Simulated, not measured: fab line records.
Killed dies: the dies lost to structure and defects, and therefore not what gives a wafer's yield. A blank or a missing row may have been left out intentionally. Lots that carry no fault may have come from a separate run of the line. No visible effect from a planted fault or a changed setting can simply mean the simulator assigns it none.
fab line records	flow n5-finfet
record lots=7	wafers=21
route steps=1938 shown BEOL_M9@1408 BEOL_M10@1486 BEOL_M11@1578
start-h: hours from the record's opening day to when the first of the lot's shown wafers began	wait-h: time in hours since the lot's previous step	" identical to the entry in the row above	L1.1+2: several wafers, shown together as one row	- either no value or no given start	* or withheld: withheld	< > ~ a bound
route shown NAME@n: a module of which the file shows steps, and the number in the route of the first	usual: mean/standard deviation of fault-free wafers	same: alike in all rows	chamber/n: place in a boat	sites: the reading at each site	_std_site: standard deviation across them	_edge_site: inner sites' mean taken away from outer sites' mean	radius-mm: how far each site lies from the wafer's centre	mask NAME#n: copy n	behind: the most recent tool/chamber to have shaped the wafer	hold: cause of the lot's hold/its duration in hours/its outcome	device: which transistor (n, p or np) failed to switch	end of line: tests run on the same wafers once the route is complete	step lacking rows: just its recipe	killed: count of dies lost to structure and defects at first sort (not the wafer's yield)	map: a wafer's dies, marking killed ones x, the rest . and places with no die _
set.NAME: the setting the step ran with; set.NAME@STEP: the setting that earlier step ran with	model.NAME: the simulator's own value behind a step, which no gauge read
lots run with intentionally changed settings; tables by step, rows by wafer
## steps
# step N5_BEOL_M9_COAT_05
# recipe resist=CAR-ArF	spin-rpm=1500	resist-thk-nm=90
lot.wafer	tool	chamber	start-h	wait-h	set.spin-rpm	model.CAR-ArF_of_BEOL_M9_COAT_05.thk-nm
L083.1	litho-track-03	0	-	-	1500	90.4
L083.3	"	0	"	"	1396	93.6
L083.6	"	0	"	"	1396	93.8
L085.1+5	litho-track-05	0	-	-	1500	90.2
L085.6	"	0	"	"	1500	90.4
L086.2	litho-track-03	0	-	-	1603	87.4
L086.4	"	0	"	"	1500	90.2
L086.6	"	0	"	"	1500	90.4
L089.1	litho-track-05	0	-	-	1500	89.4
L089.3+5	"	0	"	"	1500	89.6
L093.1	litho-track-02	0	-	-	1500	89.6
L093.4	"	0	"	"	1620	86.6
L093.6	"	0	"	"	1500	89.8
L079.1	litho-track-03	0	-	-	1500	89.4
L079.2	"	0	"	"	1500	89.6
L079.3	"	0	"	"	1381	93.6
L096.1+3+5	litho-track-05	0	-	-	1500	89.8
# step N5_BEOL_M9_EBR_07
# recipe solvent=PGMEA	ebr-width-mm=1.5
# step N5_BEOL_M9_SOFTBAKE_06
# recipe temp-c=110	time-s=60	resist=CAR-ArF
# step N5_BEOL_M9_EXPOSE_08
# recipe mask-id=M9	na=1.35	source-shape=dipole	sigma-inner=0.411	sigma-outer=0.611	polarization=te	dose-mj=53.75
# step N5_BEOL_M9_PEB_09
# recipe peb-temp-c=withheld	peb-time-s=60	resist=CAR-ArF
# step N5_BEOL_M9_DEVELOP_10
# recipe develop-time-s=30	developer=TMAH	resist=CAR-ArF	rinse-liquid=diw	dry=air-spin	dev-temp-c=23
lot.wafer	tool	chamber	start-h	wait-h	set.spin-rpm@BEOL_M9_COAT_05	model.CAR-ArF_of_BEOL_M9_COAT_05.thk-nm
L083.1	litho-track-02	0	-	-	1500	88.6
L083.3+6	"	0	"	"	1396	92
L085.1+6	litho-track-02	0	-	-	1500	88.6
L085.5	"	0	"	"	1500	88.4
L086.2	litho-track-02	0	-	-	1603	85.6
L086.4+6	"	0	"	"	1500	88.6
L089.1+3+5	litho-track-02	0	-	-	1500	87.8
L093.1+6	litho-track-03	0	-	-	1500	88
L093.4	"	0	"	"	1620	84.8
L079.1+2	litho-track-03	0	-	-	1500	87.8
L079.3	"	0	"	"	1381	92
L096.1+3+5	litho-track-05	0	-	-	1500	88.2
# step N5_BEOL_M9_DESCUM_16
# recipe chemistry=O2	time-s=7.9	source-power-w=50	bias-power-w=20	pressure-mtorr=20	rf-frequency-hz=2.712e+07	temp-c=40	resist=CAR-ArF	o2-flow-sccm=225
lot.wafer	tool	chamber	start-h	wait-h	set.spin-rpm@BEOL_M9_COAT_05	model.CAR-ArF_of_BEOL_M9_COAT_05.thk-nm
L083.1	rie-diel-01	0	318.08	0.2	1500	83.8
L083.3	"	1	"	"	1396	87
L083.6	"	2	"	"	1396	87.2
L085.1+5	rie-diel-06	2	334.95	0.0	1500	83.6
L085.6	"	1	"	"	1500	83.8
L086.2	rie-diel-06	3	336.18	0.0	1603	80.8
L086.4+6	"	1,0	"	"	1500	83.8
L089.1	rie-diel-06	2	354.96	0.3	1500	82.8
L089.3+5	"	0,2	"	"	1500	83
L093.1+6	rie-diel-06	1	363.96	0.0	1500	83.2
L093.4	"	3	"	"	1620	80
L079.1	rie-diel-03	1	397.46	0.1	1500	82.8
L079.2	"	2	"	"	1500	83
L079.3	"	3	"	"	1381	87.2
L096.1+3+5	rie-diel-06	0,3,1	397.82	0.2	1500	83.4
# step N5_BEOL_M9_ETCH_61
# recipe chemistry=CF4	target=SiARC	target-depth-a=390	mask-material=CAR-ArF	time-s=65	ion-energy-ev=80	pressure-mtorr=40	source-w=545	bias-w=36	Ar_flow_sccm=100	cf4-flow-sccm=100	ends=cleared
lot.wafer	tool	chamber	start-h	wait-h	set.spin-rpm@BEOL_M9_COAT_05	model.CAR-ArF_of_BEOL_M9_COAT_05.thk-nm
L083.1	rie-diel-01	0	318.11	0.0	1500	56
L083.3+6	"	1,2	"	"	1396	59
L085.1+5	rie-diel-06	2	334.99	0.0	1500	55.6
L085.6	"	1	"	"	1500	55.8
L086.2	rie-diel-06	3	336.21	0.0	1603	52.8
L086.4	"	1	"	"	1500	55.6
L086.6	"	0	"	"	1500	55.8
L089.1	rie-diel-06	2	355.00	0.0	1500	54.8
L089.3+5	"	0,2	"	"	1500	55
L093.1	rie-diel-06	1	363.99	0.0	1500	55
L093.4	"	3	"	"	1620	52
L093.6	"	1	"	"	1500	55.2
L079.1	rie-diel-03	1	397.49	0.0	1500	54.8
L079.2	"	2	"	"	1500	55
L079.3	"	3	"	"	1381	59
L096.1+3+5	rie-diel-06	0,3,1	397.85	0.0	1500	55.4
# step N5_BEOL_M9_TRENCH_ETCH_37
# recipe chemistry=C4F6/O2	target-depth-a=1514.3	target=SiCOH_lowk	time-s=49	ion-energy-ev=250	pressure-mtorr=30	source-w=345	bias-w=185	Ar_flow_sccm=300	C4F6_flow_sccm=10	O2_flow_sccm=10
# usual rf-vpp-V=667/6.7
lot.wafer	tool	chamber	start-h	wait-h	set.source-w	rf-vpp-V	model.BEOL_M9.feature-depth-nm	model.etch.depth-nm
L083.1	rie-diel-06	2	-	-	345	657	148	148
L083.3	"	0	"	"	376	640	158.8	158.8
L083.6	"	3	"	"	345	668	151.8	151.9
L085.1	rie-diel-03	0	-	-	345	664	148	148.1
L085.5	"	1	"	"	345	657	150.6	150.5
L085.6	"	2	"	"	345	677	147.4	147.4
L086.2	rie-diel-06	1	-	-	345	672	154.6	154.7
L086.4	"	3	"	"	345	668	152.4	152.4
L086.6	"	0	"	"	370	646	160.8	160.8
L089.1	rie-diel-06	2	-	-	345	658	150.8	150.7
L089.3	"	0	"	"	345	668	155.2	155.1
L089.5	"	3	"	"	345	669	152	152
L093.1	rie-diel-03	2	-	-	345	678	147.4	147.4
L093.4	"	0	"	"	345	662	148.8	148.9
L093.6	"	0	"	"	303.7	709	141	141.1
L096.1	rie-diel-03	2	-	-	345	678	147.2	147.2
L096.3	"	1	"	"	345	655	149.4	149.5
L096.5	"	1	"	"	345	654	149.2	149.1
L079.1	rie-diel-06	1	-	-	288.4	736	144	144.1
L079.2	"	3	"	"	345	668	150	150.1
L079.3	"	0	"	"	345	668	154.8	154.7
# step N5_BEOL_M9_ETCH_41
# recipe chemistry=CH3F/O2	target=SiCN	target-depth-a=366	taper-deg=2	time-s=70.1	ion-energy-ev=120	mask-material=TiN	pressure-mtorr=30	source-w=395	bias-w=75	Ar_flow_sccm=150	CH3F_flow_sccm=30	O2_flow_sccm=20
# step N5_BEOL_M9_STRIP_80
# recipe chemistry=N2/H2	time-s=10	power-w=450	temp-c=40	pressure-mtorr=20	rf-frequency-hz=6e+07	bias-power-w=7	n2-flow-sccm=200	h2-flow-sccm=200
# step N5_BEOL_M9_HM_STRIP_39
# recipe chemistry=peroxide-tin-strip	material=TiN	target-depth-a=250	temp-c=50	time-s=158
lot.wafer	tool	chamber	start-h	wait-h	set.time-s@BEOL_M9_PECVD_70	model.SiO2_of_BEOL_M9_PECVD_70.thk-nm
L083.1	wet-bench-06	7	321.20	0.0	19.75	16.8
L083.3	"	2	"	"	22.7	19.6
L083.6	"	6	"	"	22.7	19.8
L085.1	wet-bench-03	7	336.53	0.0	25.55	22.2
L085.5	"	3	"	"	22.7	20
L085.6	"	1	"	"	22.7	19.8
L086.2+6	wet-bench-06	4,5	340.40	0.0	22.7	19.6
L086.4	"	7	"	"	23.85	21
L089.1+3	wet-bench-05	5,1	359.91	0.0	22.7	19.4
L089.5	"	0	"	"	22.7	19.8
L093.1+4	wet-bench-06	1,2	369.98	0.0	22.7	20
L093.6	"	7	"	"	22.7	20.2
L096.1	wet-bench-03	4	400.38	0.1	20.22	17.8
L096.3	"	0	"	"	20.22	17.6
L096.5	"	7	"	"	22.7	20
L079.1	wet-bench-06	6	400.58	0.1	22.7	19.4
L079.2	"	7	"	"	22.7	19.2
L079.3	"	2	"	"	22.7	20
# step N5_BEOL_M9_SRD_40
# recipe time-s=30	temp-c=23	rinse-liquid=diw	dry=ipa-marangoni
# step N5_BEOL_M9_PRECLEAN_42
# recipe chemistry=residue-remover	time-s=60	temp-c=40
# step N5_BEOL_M9_ECD_50
# recipe material=Cu	target-thk-a=3180
# step N5_BEOL_M9_ANNEAL_51
# recipe temp-c=225	time-s=90	ambient=N2
# step N5_BEOL_M9_CMP_52
# recipe stop-on=SiCOH_lowk	t-overpolish-s=7	down-force-psi=1	platen-rpm=50	clearing-platen-down-force-psi=1.5	clearing-platen-rpm=50	post-cmp-clean=cu-alkaline	target-thk-nm=140	clearing-platen-pad-velocity-m-s=0.99484	pad-velocity-m-s=0.99484
lot.wafer	tool	chamber	start-h	wait-h	set.source-w@BEOL_M9_TRENCH_ETCH_37	model.Cu_of_BEOL_M9_ECD_50.thk-nm
L083.3	cmp-01	1	323.10	0.2	376	145.6
L083.1	"	2	"	"	345	136.6
L083.6	"	3	"	"	345	141.8
L085.1+6	cmp-03	2,3	341.02	0.4	345	136.4
L085.5	"	0	"	"	345	138.6
L086.2	cmp-03	0	342.76	0.2	345	142.2
L086.4	"	3	"	"	345	139.6
L086.6	"	0	"	"	370	149.8
L089.1	cmp-03	3	363.57	0.3	345	138
L089.3	"	0	"	"	345	143
L089.5	"	3	"	"	345	139.8
L093.1	cmp-01	0	372.34	0.3	345	135.2
L093.4	"	2	"	"	345	136
L093.6	"	0	"	"	303.7	129
L096.3	cmp-02	0	402.41	0.2	345	138.4
L096.1	"	3	"	"	345	135
L096.5	"	0	"	"	345	138.8
L079.1	cmp-02	2	403.23	0.3	288.4	131.4
L079.2	"	0	"	"	345	140
L079.3	"	1	"	"	345	144.6
# step N5_BEOL_M9_PRE_CLEAN_55
# recipe gas=NH3	time-s=15	temp-c=withheld	rf-power-w=300
# step N5_BEOL_M9_DEP_56
# recipe material=SiCN	target-thk-a=150	temp-c=withheld	precursor=3MS/NH3	pressure-torr=3	rf-w=202	time-s=26.5
# step N5_BEOL_M9_RS_MEAS_57
# recipe thk-meas-gauge=four-point-probe	reads=Cu_of_BEOL_M9_ECD_50+Co_of_BEOL_M9_CVD_78+TaN_of_BEOL_M9_ALD_74
# usual M9_RS=0.152/0.0032
lot.wafer	tool	chamber	start-h	wait-h	set.source-w@BEOL_M9_TRENCH_ETCH_37	M9_RS[ohm/sq]
L083.1	film-metro-02	-	323.49	0.1	345	0.155
L083.3	"	-	"	"	376	0.144
L083.6	"	-	"	"	345	0.149
L085.1	film-metro-01	-	341.33	0.1	345	0.156
L085.5	"	-	"	"	345	0.153
L085.6	"	-	"	"	345	0.156
L086.2	film-metro-02	-	343.19	0.1	345	0.148
L086.4	"	-	"	"	345	0.151
L086.6	"	-	"	"	370	0.140
L089.1	film-metro-02	-	363.96	0.1	345	0.154
L089.3	"	-	"	"	345	0.147
L089.5	"	-	"	"	345	0.151
L093.1	film-metro-01	-	372.73	0.1	345	0.157
L093.4	"	-	"	"	345	0.156
L093.6	"	-	"	"	303.7	0.165
L096.1	film-metro-01	-	402.84	0.1	345	0.157
L096.3	"	-	"	"	345	0.153
L096.5	"	-	"	"	345	0.153
L079.1	film-metro-01	-	403.70	0.1	288.4	0.162
L079.2	"	-	"	"	345	0.151
L079.3	"	-	"	"	345	0.146
# step N5_BEOL_M10_DESCUM_16
# recipe chemistry=O2	time-s=7.9	source-power-w=50	bias-power-w=20	pressure-mtorr=20	rf-frequency-hz=2.712e+07	temp-c=40	resist=CAR-ArF	o2-flow-sccm=225
lot.wafer	tool	chamber	start-h	wait-h	set.time-s
L083.1+3+6	rie-diel-02	3,0,2	327.14	0.0	7.9
L085.1+6	rie-diel-02	2,3	343.68	0.1	6.141
L085.5	"	0	"	"	7.9
L086.2	rie-diel-04	3	344.52	0.0	7.4
L086.4+6	"	3,2	"	"	7.9
L089.1+3+5	rie-diel-05	1,0,1	370.24	0.2	7.9
L093.1	rie-diel-05	3	375.46	0.0	7.9
L093.4+6	"	2,1	"	"	9.255
L096.1+3+5	rie-diel-04	3,2,2	406.14	0.0	7.9
L079.1	rie-diel-02	3	406.41	0.1	7.355
L079.2+3	"	0,2	"	"	7.9
# step N5_BEOL_M10_ETCH_61
# recipe chemistry=CF4	target=SiARC	target-depth-a=390	mask-material=CAR-ArF	time-s=65	ion-energy-ev=80	pressure-mtorr=40	source-w=545	bias-w=36	Ar_flow_sccm=100	cf4-flow-sccm=100	ends=cleared
lot.wafer	tool	chamber	start-h	wait-h	set.time-s@BEOL_M10_DESCUM_16	model.CAR-ArF_of_BEOL_M10_COAT_05.thk-nm
L083.1	rie-diel-02	3	327.17	0.0	7.9	55.6
L083.3	"	0	"	"	7.9	56.4
L083.6	"	2	"	"	7.9	56
L085.1	rie-diel-02	2	343.71	0.0	6.141	56.8
L085.5	"	0	"	"	7.9	55.6
L085.6	"	3	"	"	6.141	56.6
L086.2	rie-diel-04	3	344.55	0.0	7.4	56.2
L086.4	"	3	"	"	7.9	55.8
L086.6	"	2	"	"	7.9	56
L089.1	rie-diel-05	1	370.28	0.0	7.9	55.8
L089.3	"	0	"	"	7.9	56
L089.5	"	1	"	"	7.9	56.2
L093.1	rie-diel-05	3	375.49	0.0	7.9	55.6
L093.4+6	"	2,1	"	"	9.255	54.8
L096.1	rie-diel-04	3	406.18	0.0	7.9	55.6
L096.3	"	2	"	"	7.9	55.8
L096.5	"	2	"	"	7.9	56
L079.1	rie-diel-02	3	406.45	0.0	7.355	55.8
L079.2+3	"	0,2	"	"	7.9	55.2
# step N5_BEOL_M10_COAT_63
# recipe resist=SOC	temp-c=250	time-s=60	spin-rpm=1500	resist-thk-nm=100
lot.wafer	tool	chamber	start-h	wait-h	set.spin-rpm	model.SOC_of_BEOL_M10_COAT_63.thk-nm
L083.1	litho-track-05	0	328.25	0.7	1345	105.4
L083.3	"	0	"	"	1500	99.8
L083.6	"	0	"	"	1500	100
L086.2+6	litho-track-01	0	345.66	0.7	1500	100
L086.4	"	0	"	"	1360	105.2
L085.1+6	litho-track-05	0	345.67	1.5	1424	102.4
L085.5	"	0	"	"	1500	99.8
L089.1+3	litho-track-04	0	370.73	0.0	1500	100.2
L089.5	"	0	"	"	1500	100
L093.1	litho-track-05	0	378.18	2.0	1500	99.8
L093.4	"	0	"	"	1435	101.8
L093.6	"	0	"	"	1435	102
L079.1	litho-track-04	0	407.44	0.6	1500	100
L079.2	"	0	"	"	1500	100.2
L079.3	"	0	"	"	1500	100.4
L096.1	litho-track-05	0	407.44	0.8	1500	100.2
L096.3	"	0	"	"	1455	102
L096.5	"	0	"	"	1455	101.8
# step N5_BEOL_M10_COAT_64
# recipe resist=SiARC	temp-c=220	time-s=60	spin-rpm=1500	resist-thk-nm=30
# step N5_BEOL_M10_COAT_22
# recipe resist=CAR-ArF	spin-rpm=1500	resist-thk-nm=90
# step N5_BEOL_M10_DESCUM_33
# recipe chemistry=O2	time-s=7.9	source-power-w=50	bias-power-w=20	pressure-mtorr=20	rf-frequency-hz=2.712e+07	temp-c=40	resist=CAR-ArF	o2-flow-sccm=225
# step N5_BEOL_M10_ETCH_65
# recipe chemistry=CF4	target=SiARC	target-depth-a=390	mask-material=CAR-ArF	time-s=65	ion-energy-ev=80	pressure-mtorr=40	source-w=545	bias-w=36	Ar_flow_sccm=100	cf4-flow-sccm=100	ends=cleared
# step N5_BEOL_M10_ETCH_66
# recipe chemistry=N2/H2	target=SOC	target-depth-a=1200	overetch-a=240	mask-material=SiARC	temp-c=40	time-s=180	ion-energy-ev=200	pressure-mtorr=30	source-w=840	bias-w=150	n2-flow-sccm=200	h2-flow-sccm=200
lot.wafer	tool	chamber	start-h	wait-h	set.spin-rpm@BEOL_M10_COAT_63	model.etch.depth-nm
L083.1	rie-diel-04	2	328.79	0.0	1345	105.4
L083.3	"	1	"	"	1500	99.85
L083.6	"	0	"	"	1500	100
L086.2+6	rie-diel-02	1,3	346.08	0.0	1500	100.1
L086.4	"	0	"	"	1360	105.3
L085.1	rie-diel-05	3	346.77	0.0	1424	102.3
L085.5	"	1	"	"	1500	99.85
L085.6	"	0	"	"	1424	102.4
L089.1+3	rie-diel-04	3,1	371.15	0.0	1500	100.2
L089.5	"	0	"	"	1500	99.98
L093.1	rie-diel-05	2	378.72	0.0	1500	99.75
L093.4	"	0	"	"	1435	101.9
L093.6	"	1	"	"	1435	102.1
L079.1	rie-diel-02	0	407.86	0.0	1500	99.96
L079.2	"	2	"	"	1500	100.2
L079.3	"	3	"	"	1500	100.3
L096.1	rie-diel-02	3	408.46	0.0	1500	100.3
L096.3	"	2	"	"	1455	101.9
L096.5	"	0	"	"	1455	101.8
# step N5_BEOL_M10_STRIP_69
# recipe chemistry=N2/H2	temp-c=40	n2-flow-sccm=200	h2-flow-sccm=200	rf-frequency-hz=6e+07
# step N5_BEOL_M10_VIA_ETCH_34
# recipe chemistry=C4F6/O2	target=SiCOH_lowk	target-depth-a=1845	mask-material=SOC	taper-deg=4	time-s=69.2	ion-energy-ev=250	pressure-mtorr=30	source-w=345	bias-w=185	Ar_flow_sccm=300	C4F6_flow_sccm=10	O2_flow_sccm=10
lot.wafer	tool	chamber	start-h	wait-h	set.spin-rpm@BEOL_M10_COAT_63	model.SOC_of_BEOL_M10_COAT_63.thk-nm
L083.1	rie-diel-04	2	328.92	0.0	1345	97.4
L083.3+6	"	1,0	"	"	1500	91.8
L086.2	rie-diel-02	1	346.21	0.0	1500	92.2
L086.4	"	0	"	"	1360	97.4
L086.6	"	3	"	"	1500	92
L085.1+6	rie-diel-05	3,0	346.90	0.0	1424	94.4
L085.5	"	1	"	"	1500	91.8
L089.1+3	rie-diel-04	3,1	371.28	0.0	1500	92.2
L089.5	"	0	"	"	1500	91.8
L093.1	rie-diel-05	2	378.84	0.0	1500	91.6
L093.4	"	0	"	"	1435	93.8
L093.6	"	1	"	"	1435	94
L079.1	rie-diel-02	0	407.99	0.0	1500	92
L079.2+3	"	2,3	"	"	1500	92.4
L096.1	rie-diel-02	3	408.58	0.0	1500	92.2
L096.3	"	2	"	"	1455	94
L096.5	"	0	"	"	1455	93.8
# step N5_BEOL_M11_TRENCH_ETCH_37
# recipe chemistry=C4F6/O2	target-depth-a=1488.3	target=SiCOH_lowk	time-s=48	ion-energy-ev=250	pressure-mtorr=30	source-w=345	bias-w=185	Ar_flow_sccm=300	C4F6_flow_sccm=10	O2_flow_sccm=10
lot.wafer	tool	chamber	start-h	wait-h	set.time-s	model.BEOL_M11.feature-depth-nm	model.etch.depth-nm	model.TiN_of_BEOL_M11_HM_DEP_02.thk-nm
L083.1	rie-diel-03	2	-	-	48	147.6	147.6	16.2
L083.3	"	3	"	"	48	148.8	148.7	16.4
L083.6	"	3	"	"	48	149.8	149.8	16.4
L086.2	rie-diel-06	2	-	-	48	145	145	16.4
L086.4	"	3	"	"	58.62	179.8	179.7	15.2
L086.6	"	1	"	"	48	149.4	149.4	16
L085.1	rie-diel-06	1	-	-	57.17	179.4	179.4	15
L085.5	"	3	"	"	48	148.2	148.1	15.8
L085.6	"	0	"	"	48	150.4	150.5	15.8
L089.1	rie-diel-06	3	-	-	48	149.6	149.6	15.8
L089.3	"	2	"	"	48	147	147	16
L089.5	"	3	"	"	48	148.6	148.6	16
L093.1	rie-diel-03	3	-	-	48	147.6	147.6	15.8
L093.4	"	2	"	"	48	144.6	144.7	16
L093.6	"	1	"	"	57.15	176.8	176.8	15
L096.1	rie-diel-06	0	-	-	48	151.8	151.9	15.6
L096.3	"	1	"	"	48	152.8	152.8	15.4
L096.5	"	3	"	"	57.89	179.8	179.7	15
L079.1	rie-diel-06	3	-	-	48	148.2	148.2	15.4
L079.2	"	2	"	"	40.7	125.4	125.4	16.2
L079.3	"	0	"	"	40.7	130	130	16.2
# step N5_BEOL_M11_ETCH_41
# recipe chemistry=CH3F/O2	target=SiCN	target-depth-a=426	taper-deg=2	time-s=86	ion-energy-ev=120	mask-material=TiN	pressure-mtorr=30	source-w=395	bias-w=75	Ar_flow_sccm=150	CH3F_flow_sccm=30	O2_flow_sccm=20
# step N5_BEOL_M11_STRIP_77
# recipe chemistry=N2/H2	time-s=10	power-w=450	temp-c=40	pressure-mtorr=20	rf-frequency-hz=6e+07	bias-power-w=7	n2-flow-sccm=200	h2-flow-sccm=200
# step N5_BEOL_M11_OCD_MEAS_38
# usual trench-depth-nm=148.5/2.2
lot.wafer	tool	chamber	start-h	wait-h	set.time-s@BEOL_M11_TRENCH_ETCH_37	trench-depth-nm
L083.1	ocd-01	-	334.85	-	48	147.8
L083.3	"	-	"	"	48	148.6
L083.6	"	-	"	"	48	149.8
L086.2	ocd-01	-	353.66	-	48	145.0
L086.4	"	-	"	"	58.62	179.6
L086.6	"	-	"	"	48	150.3
L085.1	ocd-01	-	357.70	-	57.17	179.5
L085.5	"	-	"	"	48	148.2
L085.6	"	-	"	"	48	150.3
L089.1	ocd-02	-	379.00	-	48	149.4
L089.3	"	-	"	"	48	146.8
L089.5	"	-	"	"	48	149.0
L093.1	ocd-01	-	388.53	-	48	147.8
L093.4	"	-	"	"	48	144.7
L093.6	"	-	"	"	57.15	176.9
L096.1	ocd-01	-	418.95	-	48	152.2
L096.3	"	-	"	"	48	153.4
L096.5	"	-	"	"	57.89	179.6
L079.1	ocd-02	-	419.41	-	48	148.6
L079.2	"	-	"	"	40.7	125.4
L079.3	"	-	"	"	40.7	129.9
## key
split step=N5_BEOL_M9_COAT_05	setting=spin-rpm	stated=1500	by=wafer
response step=N5_BEOL_M9_COAT_05	reading=model.CAR-ArF_of_BEOL_M9_COAT_05.thk-nm	change=-0.451	per=1%	r=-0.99
response step=N5_BEOL_M9_DEVELOP_10	reading=model.CAR-ArF_of_BEOL_M9_COAT_05.thk-nm	change=-0.464	per=1%	r=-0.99
response step=N5_BEOL_M9_DESCUM_16	reading=model.CAR-ArF_of_BEOL_M9_COAT_05.thk-nm	change=-0.465	per=1%	r=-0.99
response step=N5_BEOL_M9_ETCH_61	reading=model.CAR-ArF_of_BEOL_M9_COAT_05.thk-nm	change=-0.441	per=1%	r=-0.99
split step=N5_BEOL_M9_TRENCH_ETCH_37	setting=source-w	stated=345	by=wafer
response step=N5_BEOL_M9_TRENCH_ETCH_37	reading=rf-vpp-V	change=-3.58	per=1%	r=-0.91
response step=N5_BEOL_M9_TRENCH_ETCH_37	reading=model.BEOL_M9.feature-depth-nm	change=+0.652	per=1%	r=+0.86
response step=N5_BEOL_M9_TRENCH_ETCH_37	reading=model.etch.depth-nm	change=+0.649	per=1%	r=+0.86
response step=N5_BEOL_M9_CMP_52	reading=model.Cu_of_BEOL_M9_ECD_50.thk-nm	change=+0.696	per=1%	r=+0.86
response step=N5_BEOL_M9_RS_MEAS_57	reading=M9_RS	change=-0.000863	per=1%	r=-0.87
split step=N5_BEOL_M10_DESCUM_16	setting=time-s	stated=7.9	by=wafer
response step=N5_BEOL_M10_ETCH_61	reading=model.CAR-ArF_of_BEOL_M10_COAT_05.thk-nm	change=-0.0504	per=1%	r=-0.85
split step=N5_BEOL_M10_COAT_63	setting=spin-rpm	stated=1500	by=wafer
response step=N5_BEOL_M10_COAT_63	reading=model.SOC_of_BEOL_M10_COAT_63.thk-nm	change=-0.537	per=1%	r=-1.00
response step=N5_BEOL_M10_ETCH_66	reading=model.etch.depth-nm	change=-0.535	per=1%	r=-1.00
response step=N5_BEOL_M10_VIA_ETCH_34	reading=model.SOC_of_BEOL_M10_COAT_63.thk-nm	change=-0.548	per=1%	r=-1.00
split step=N5_BEOL_M11_TRENCH_ETCH_37	setting=time-s	stated=48	by=wafer
response step=N5_BEOL_M11_TRENCH_ETCH_37	reading=model.BEOL_M11.feature-depth-nm	change=+1.47	per=1%	r=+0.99
response step=N5_BEOL_M11_TRENCH_ETCH_37	reading=model.etch.depth-nm	change=+1.47	per=1%	r=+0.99
response step=N5_BEOL_M11_TRENCH_ETCH_37	reading=model.TiN_of_BEOL_M11_HM_DEP_02.thk-nm	change=-0.0411	per=1%	r=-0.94
response step=N5_BEOL_M11_OCD_MEAS_38	reading=trench-depth-nm	change=+1.46	per=1%	r=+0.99
split outside-this-file step=N5_BEOL_M9_PECVD_70 setting=time-s
# split outside-this-file: this setting was split too, and the file shows its column; the key of that split is in another file
